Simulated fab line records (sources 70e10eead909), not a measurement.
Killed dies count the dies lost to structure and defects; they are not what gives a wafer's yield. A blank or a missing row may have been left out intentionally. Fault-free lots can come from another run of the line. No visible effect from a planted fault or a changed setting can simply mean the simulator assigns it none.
Struck lot and sound lot, side by side ; flow nand harc ; 14 out of 1302 route steps
Sound: these wafers, L114.1, L114.3, L114.5. Wafers L124.2, L124.5, L124.6 were the ones struck. The cause comes at the end.
At each step with rows: each side's tool, then ch and its chambers, then its first start. Under that, the readings that differ: sound wafers ; struck wafers ; difference of the means ; sigmas: that difference in standard deviations of wafers without a fault.
alike: readings with means less than 2 such deviations apart, plus words and numbers identical on both sides. not compared: withheld readings, readings lacking a value on some wafer, bounds such as >300 that could conceal the same value, and numbers that have no deviation in the record and whose values overlap.
Wherever a step has rows on one side only, a row that says differs or no value, or a row with sigmas, the two part there. Numbers that don't overlap but have no deviation are shown without sigmas and don't part them. A reading missing from all wafers of one side parts the sides only when that side holds two or more wafers.

NHARC_A_ONON_D1_THK_MEAS_30: measures by ellipsometry.
  sound on film metro-01, day 9 01:05; struck on film metro-01, day 13 02:05
reading;sound;struck;difference;sigmas
thk nm (nm);1009 1010 1009;988 988 988;-21;-2
NHARC_A_ONON_D1_DEP_33: deposits SiO2, target thk 200 nm.
  sound on pecvd-02 ch 0,1,2, day 9 01:09; struck on pecvd-03 ch 0,1,2, day 13 02:11
  alike: heater power w, throttle valve pct
NHARC_A_ONON_D1_THK_MEAS_34: measures by ellipsometry.
  sound on film metro-01, day 9 01:33; struck on film metro-01, day 13 02:32
  alike: thk nm
NHARC_A_ONON_D1_INSPECT_32:
  sound on defect inspect-01, day 9 01:37; struck on defect inspect-02, day 13 02:38
  alike: raw defect count
NHARC_A_CHANNEL_HOLE_D1_DEP_00: deposits aC, target thk 3100 nm.
  sound on acl dep-02 ch 0, day 9 01:41; struck on acl dep-02 ch 0, day 13 06:23
  alike: throttle valve pct
NHARC_A_CHANNEL_HOLE_D1_DEP_01: deposits SiON, target thk 140 nm.
  sound on pecvd-01 ch 0,2, day 9 03:37; struck on pecvd-01 ch 1,2, day 13 08:02
  alike: heater power w
then, 5 steps without rows for these wafers: NHARC_A_CHANNEL_HOLE_D1_DEHYDRATE_02 (time 120 s); NHARC_A_CHANNEL_HOLE_D1_HMDS_03 (time 30 s); NHARC_A_CHANNEL_HOLE_D1_COAT_36 (time 75 s); NHARC_A_CHANNEL_HOLE_D1_COAT_37 (time 65 s); NHARC_A_CHANNEL_HOLE_D1_COAT_04 (resist thk 90 nm).
NHARC_A_CHANNEL_HOLE_D1_SOFTBAKE_05: time 55 s.
  sound on litho track-04 ch 0, day 9 03:00; struck on litho track-04 ch 0, day 13 08:00
reading;sound;struck;difference;sigmas
heater power total W (W);188.27 188.73 188.40;184.95 185.44 185.01;-3.33;-24
  alike: plate temp C
next, for these wafers, 1 step has no rows: NHARC_A_CHANNEL_HOLE_D1_EBR_06.
NHARC_END_SORT_01:
  the record has rows for the sound wafers here (prober-01 ch 0, day 25 12:19) and none for the struck ones

## WHERE THEY PART
Last at NHARC_END_SORT_01 as far as this record goes, first at NHARC_A_ONON_D1_THK_MEAS_30.

WHY: whatever the simulator had introduced
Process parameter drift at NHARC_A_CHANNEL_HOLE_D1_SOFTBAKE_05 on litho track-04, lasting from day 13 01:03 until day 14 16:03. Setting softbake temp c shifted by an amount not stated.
